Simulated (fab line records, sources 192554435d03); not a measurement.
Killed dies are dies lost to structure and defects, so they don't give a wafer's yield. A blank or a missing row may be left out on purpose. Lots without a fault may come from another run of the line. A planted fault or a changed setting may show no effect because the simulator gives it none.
Chamber matching | flow n5_finfet | N5_HKMG_FIN_CMP_23 on cmp-03: 4 sister chambers
The step polishes, stops on SiNx, t overpolish 10 s, target thk 46.326 nm. 4 wafers are shown with their chamber, then 7 later ones without.

WAFERS WITH THEIR CHAMBER
wafer  | chamber | motor_current_A (A)
L086.2 | 0       | 12.6
L093.3 | 3       | 11.7
L093.4 | 2       | 10.8
L094.2 | 1       | 15.5

WAFERS WITHOUT THEIR CHAMBER
wafer  | motor_current_A (A)
L094.3 | 12.9
L095.4 | 11.2
L096.2 | 16.8
L096.3 | 11.0
L097.1 | 11.6
L097.3 | 12.0
L097.4 | 11.1

WHICH CHAMBER EACH WENT THROUGH
wafer  | from the rows above          | in truth
L094.3 | can't be placed: 0 or 3      | 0
L095.4 | can't be placed: 2 or 3 or 0 | 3
L096.2 | 1                            | 1
L096.3 | can't be placed: 2 or 3      | 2
L097.1 | can't be placed: 3 or 2 or 0 | 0
L097.3 | can't be placed: 3 or 0 or 2 | 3
L097.4 | can't be placed: 2 or 3      | 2
Placed correctly: 1 of 7. Can't be placed from these rows: 6 (the true chamber is among the candidates in 6). Placed wrongly: 0.
How it was worked out, from the rows above alone: a wafer's distance from a chamber is the root of the sum, over the readings, of the square of ((its reading less the chamber's mean) divided by the reading's scatter). The wafer belongs to the nearest chamber; if the next one is less than 2 further off, it can't be placed. A chamber's mean is the mean of its shown wafers. The scatter: with one shown wafer a chamber, the root of the mean of the squares of how far each hidden wafer lies from its nearest shown one.
